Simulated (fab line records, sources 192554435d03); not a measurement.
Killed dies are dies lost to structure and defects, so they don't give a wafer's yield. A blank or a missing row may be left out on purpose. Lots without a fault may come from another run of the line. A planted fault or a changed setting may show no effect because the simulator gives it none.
One fault seen from 2 desks | flow n5_finfet | each desk has only its own numbers; what lay behind them comes last

THE TOOL OWNER'S DESK: cvd_w-01
The tool's own readings at N5_HKMG_FIN_ALD_72 (deposits W, target thk 2 nm, pulse time 1 s, purge time 2 s): means of the sampled wafers that have a number, for each lot that ran on this tool. A lot is out of limits, marked OUT, if its mean lies more than 4 standard deviations from the usual mean; the brackets give that distance.
Columns: A = chamber_pressure_Torr at N5_HKMG_FIN_ALD_72, usual 7.500 Torr; B = heater_power_w at N5_HKMG_FIN_ALD_72, usual 486 W; C = precursor_pulse_height_rel at N5_HKMG_FIN_ALD_72, usual 0.997
lot  | first seen here | A     | B   | C
L455 | day 4 18:01     | 7.498 | 485 | 0.996
L465 | day 7 09:32     | 7.503 | 496 | 0.991
L466 | day 7 16:04     | 7.502 | 485 | 0.965
This desk's finding: nothing out of limits on any of the 3 lots.

THE METROLOGY DESK
What the gauges read, lot by lot, whatever tool the lot ran on: means of the sampled wafers that have a number. A lot is out of limits, marked OUT, if its mean lies more than 4 standard deviations from the usual mean; the brackets give that distance. Of its 10 readings 7 are shown: those that lie furthest out on some lot.
Columns: A = DIBL_N at N5_BEOL_M4_RC_MEAS_101, usual 36.1 mV/V; B = DIBL_P at N5_BEOL_M4_RC_MEAS_101, usual 35.8 mV/V; C = IOFF_N at N5_BEOL_M4_RC_MEAS_101, usual 0.16 nA/um; D = IOFF_P at N5_BEOL_M4_RC_MEAS_101, usual 0.21 nA/um; E = ION_P at N5_BEOL_M4_RC_MEAS_101, usual 461 uA/um; F = SS_N at N5_BEOL_M4_RC_MEAS_101, usual 71.4 mV/dec; G = VT_N at N5_BEOL_M4_RC_MEAS_101, usual 250 mV
lot  | first seen here | A    | B    | C    | D    | E   | F    | G
L454 | day 8 07:22     | 37.4 | 37.7 | 0.19 | 0.24 | 467 | 72.1 | 248
L455 | day 8 18:21     | 35.6 | 35.2 | 0.13 | 0.18 | 458 | 71.5 | 252
L464 | day 11 06:03    | 34.9 | 35.4 | 0.15 | 0.20 | 467 | 70.8 | 249
L465 | day 11 10:56    | 34.8 | 33.7 | 0.14 | 0.18 | 463 | 71.2 | 249
L466 | day 11 15:42    | 34.8 | 34.3 | 0.13 | 0.20 | 462 | 71.2 | 252
L471 | day 12 16:50    | 38.1 | 38.3 | 0.19 | 0.24 | 461 | 72.2 | 247
This desk's finding: nothing out of limits on any of the 6 lots.

PUT TOGETHER
The tool owner's desk saw nothing out of limits.
The metrology desk saw nothing out of limits.

WHAT THE SIMULATOR HAD PUT IN
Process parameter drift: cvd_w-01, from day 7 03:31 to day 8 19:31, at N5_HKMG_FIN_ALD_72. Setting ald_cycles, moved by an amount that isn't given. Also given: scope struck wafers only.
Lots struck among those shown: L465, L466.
